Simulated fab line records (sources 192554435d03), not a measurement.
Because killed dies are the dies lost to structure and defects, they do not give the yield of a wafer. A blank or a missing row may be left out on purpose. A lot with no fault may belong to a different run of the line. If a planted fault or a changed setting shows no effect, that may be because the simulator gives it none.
Which tool was responsible? ; flow n5Finfet ; 29 wafers from 10 lots sampled at 5 of the route's 1938 steps

== WHAT EACH GAUGE READ, for each wafer ==
The record holds no reading of a measuring or inspecting step that can be judged against a usual standard deviation.

== TOOL THAT RAN EACH LOT (tool first, then ch and the chambers of the sampled wafers, then the start) ==
lot;N5_BEOL_M8_ETCH_65;N5_PASSIVATION_PECVD_55;N5_PASSIVATION_DEGAS_18;N5_PASSIVATION_DESCUM_46;N5_PASSIVATION_PROBE_49
L608;rieDiel-03 ch 0,1,2, day 9 06:19;pecvd-02 ch 0,2, day 11 22:51;pvdSputter-02, day 12 00:18;rieDiel-04 ch 0,2,3, day 12 03:04;-
L611;rieDiel-04 ch 0,2,3, day 10 07:23;pecvd-02 ch 0,1,2, day 12 21:20;pvdSputter-01, day 12 23:10;rieDiel-03 ch 0,1,3, day 13 02:27;-
L614;rieDiel-03 ch 1,2,3, day 10 19:23;pecvd-04 ch 0,1, day 13 07:08;pvdSputter-03, day 13 09:32;rieDiel-04 ch 1,2,3, day 13 12:16;-
L613;rieDiel-06 ch 0,2, day 10 21:27;pecvd-01 ch 1,2, day 13 12:20;pvdSputter-01, day 13 15:28;rieDiel-03 ch 0,1,2, day 13 18:56;-
L615;rieDiel-06 ch 0,1,3, day 11 04:35;pecvd-04 ch 0,1,2, day 13 12:17;pvdSputter-02, day 13 15:24;rieDiel-03 ch 1,2,3, day 13 18:15;-
L617;rieDiel-03 ch 0,2, day 11 18:14;pecvd-02 ch 0,1,2, day 14 11:56;pvdSputter-03, day 14 13:18;rieDiel-03 ch 0,1, day 14 17:01;prober-02, day 14 21:10
L618;rieDiel-03 ch 0,3, day 12 11:10;pecvd-01 ch 0, day 15 02:23;pvdSputter-02, day 15 04:38;rieDiel-06 ch 0,2, day 15 07:14;prober-01, day 15 10:22
L621;rieDiel-03 ch 0,1,2, day 12 13:03;pecvd-01 ch 0,1, day 15 07:41;pvdSputter-03, day 15 11:43;rieDiel-06 ch 0,1,3, day 15 15:34;prober-02, day 15 18:40
L624;rieDiel-03 ch 0,1,2, day 13 14:32;pecvd-04 ch 0,1,2, day 16 10:20;pvdSputter-03, day 16 16:16;rieDiel-06 ch 1,2,3, day 16 18:52;prober-01, day 16 21:55
L630;rieDiel-04 ch 2,3, day 15 07:53;pecvd-01 ch 0,1,2, day 18 05:20;pvdSputter-02, day 18 07:56;rieDiel-06 ch 1,2,3, day 18 10:32;-
- N5_BEOL_M8_ETCH_65: etches SiARC in CF4, target depth 15.6 nm, time 26 s.
- N5_PASSIVATION_PECVD_55: deposits SiO2 from SiH4/N2O, target thk 400 nm, time 22.5 s.
- N5_PASSIVATION_DEGAS_18: time 60 s.
- N5_PASSIVATION_DESCUM_46: chemistry O2, time 7.9 s.
- N5_PASSIVATION_PROBE_49

== AS READ BY THE TOOLS THEMSELVES (means over the sampled wafers that have a number; for cases with no such wafer, the mark the record gives instead) ==
N5_BEOL_M8_ETCH_65. Usual: drypumpMotorCurrentA 5.7 A, standard deviation 0.71; etchRfOnTimeS 26.0 s, standard deviation 0.59; oesProductAu 0.71 a.u., standard deviation 0.056; rfVppV 183.7 V, standard deviation 1.2; showerheadPlenumPTorr 2.12 Torr, standard deviation 0.077; throttleValvePct 15.58 %, standard deviation 0.2.
lot;tool;drypumpMotorCurrentA (A);etchRfOnTimeS (s);oesProductAu (a.u.);rfVppV (V);showerheadPlenumPTorr (Torr);throttleValvePct (%);flag
L608;rieDiel-03;5.5;25.5;0.70;184.4;2.10;15.60;
L611;rieDiel-04;5.7;25.6;0.65;183.8;2.09;15.81;
L614;rieDiel-03;6.0;25.6;0.68;183.1;2.13;15.49;
L613;rieDiel-06;5.2;26.1;0.67;182.9;2.08;15.73;
L615;rieDiel-06;5.6;26.3;0.71;182.3;2.09;15.61;
L617;rieDiel-03;4.9;25.7;0.73;183.2;2.11;15.40;
L618;rieDiel-03;5.8;25.9;0.71;184.1;2.21;15.56;
L621;rieDiel-03;5.5;26.0;0.76;184.4;2.18;15.48;
L624;rieDiel-03;5.5;26.0;0.73;185.2;2.18;15.51;
L630;rieDiel-04;5.8;25.7;0.73;183.7;2.10;15.64;

N5_PASSIVATION_PECVD_55. Usual: chamberPressureTorr 2.699 Torr, standard deviation 0.0061; heaterPowerW 637 W, standard deviation 91; showerheadPlenumPTorr 8.11 Torr, standard deviation 0.086; throttleValvePct 51.7 %, standard deviation 2.9.
lot;tool;chamberPressureTorr (Torr);heaterPowerW (W);showerheadPlenumPTorr (Torr);throttleValvePct (%);flag
L608;pecvd-02;2.693;589;8.08;50.3;
L611;pecvd-02;2.698;643;8.05;52.2;
L614;pecvd-04;2.704;628;8.12;52.0;
L613;pecvd-01;2.704;539;8.08;51.9;
L615;pecvd-04;2.699;709;8.14;50.1;
L617;pecvd-02;2.696;607;8.05;52.3;
L618;pecvd-01;2.694;528;8.13;55.8;
L621;pecvd-01;2.703;545;8.10;52.8;
L624;pecvd-04;2.695;703;8.13;50.3;
L630;pecvd-01;2.698;543;8.10;51.6;

N5_PASSIVATION_DEGAS_18. Usual: heaterPowerW 466 W, standard deviation 60.
lot;tool;heaterPowerW (W);flag
L608;pvdSputter-02;483;
L611;pvdSputter-01;428;
L614;pvdSputter-03;487;
L613;pvdSputter-01;460;
L615;pvdSputter-02;427;
L617;pvdSputter-03;513;
L618;pvdSputter-02;446;
L621;pvdSputter-03;450;
L624;pvdSputter-03;498;
L630;pvdSputter-02;454;

N5_PASSIVATION_DESCUM_46. Usual: drypumpMotorCurrentA 5.7 A, standard deviation 0.61; oesProductAu 0.82 a.u., standard deviation 0.062; rfVppV 242.8 V, standard deviation 1.6; showerheadPlenumPTorr 2.07 Torr, standard deviation 0.083; throttleValvePct 20.43 %, standard deviation 0.21.
lot;tool;drypumpMotorCurrentA (A);oesProductAu (a.u.);rfVppV (V);showerheadPlenumPTorr (Torr);throttleValvePct (%);flag
L608;rieDiel-04;5.7;0.84;242.8;2.03;20.45;
L611;rieDiel-03;6.0;0.88;244.5;2.19;20.39;
L614;rieDiel-04;5.9;0.84;242.8;2.04;20.45;
L613;rieDiel-03;5.4;0.86;243.3;2.13;20.40;
L615;rieDiel-03;6.0;0.88;244.4;2.16;20.21;
L617;rieDiel-03;5.5;0.84;244.0;2.16;20.61;
L618;rieDiel-06;5.3;0.85;244.1;2.12;20.37;
L621;rieDiel-06;5.6;0.80;241.2;2.02;20.51;
L624;rieDiel-06;5.6;0.82;243.5;2.08;20.46;
L630;rieDiel-06;5.7;0.81;243.1;2.08;20.48;

N5_PASSIVATION_PROBE_49. Usual: defectLimitedYield 91.0 %, standard deviation 1.3; killed_at_M0_to_M3 36, standard deviation 9.5; killed_at_M4_up 14, standard deviation 5.6; killedAtContacts 12, standard deviation 6.4; killedAtFrontEnd 40, standard deviation 10; killedAtOther 3.2, standard deviation 3; killedDies 107, standard deviation 15; killedOnRim 15, standard deviation 4.5; killedOpen 69, standard deviation 12; killedShort 35, standard deviation 7.7; sort_bin_5_function 5.3 %, standard deviation 0.91; sort_bin_6_memory 3.3 %, standard deviation 0.65; sortNPass 1073, standard deviation 15; sortYieldPct 91.0 %, standard deviation 1.3.
lot;tool;defectLimitedYield (%);killed_at_M0_to_M3;killed_at_M4_up;killedAtContacts;killedAtFrontEnd;killedAtOther;killedDies;killedOnRim;killedOpen;killedShort;sort_bin_5_function (%);sort_bin_6_memory (%);sortNPass;sortYieldPct (%);flag
L617;prober-02;90.8;39;14;20;34;1.0;108;13;72;34;5.7;3.1;1072;90.8;
L618;prober-01;91.6;24;16;12;42;5.5;99;18;64;31;4.8;3.1;1081;91.6;
L621;prober-02;83.8;41;88;18;41;2.7;191;34;74;35;9.4;4.1;989;83.8;OFF
L624;prober-01;84.3;43;90;15;33;3.7;185;29;74;33;9.0;4.2;995;84.3;OFF

== THE ANSWER, worked out from the rows above alone ==
Rule: a lot counts as off when the mean over its wafers that have a number is more than 3 standard deviations away from the usual mean. A lot without any number at a reading at which 4 lots or more have one is off too. Where the step has rows for the other lots, those lots are counted as sound. After the gauges, taken in route order, come the tools' own readings; for these a lot's mean is taken, as printed above. At the first step where some lot is off, the reading lying furthest off is the one used; lots without a number count as furthest.
Off: L621, L624 (N5_PASSIVATION_PROBE_49, killed_at_M4_up). Neither off nor sound, because the step has no rows for them: L608, L611, L614, L613, L615, L630.
If a tool, at that step or one of the process steps before it, ran each lot that is off and ran no sound lot following the first of them, it fits. Can't be told from this: 3 tools fit, rieDiel-03 at N5_BEOL_M8_ETCH_65, pvdSputter-03 at N5_PASSIVATION_DEGAS_18, rieDiel-06 at N5_PASSIVATION_DESCUM_46.

== WHAT HAD BEEN PUT IN BY THE SIMULATOR ==
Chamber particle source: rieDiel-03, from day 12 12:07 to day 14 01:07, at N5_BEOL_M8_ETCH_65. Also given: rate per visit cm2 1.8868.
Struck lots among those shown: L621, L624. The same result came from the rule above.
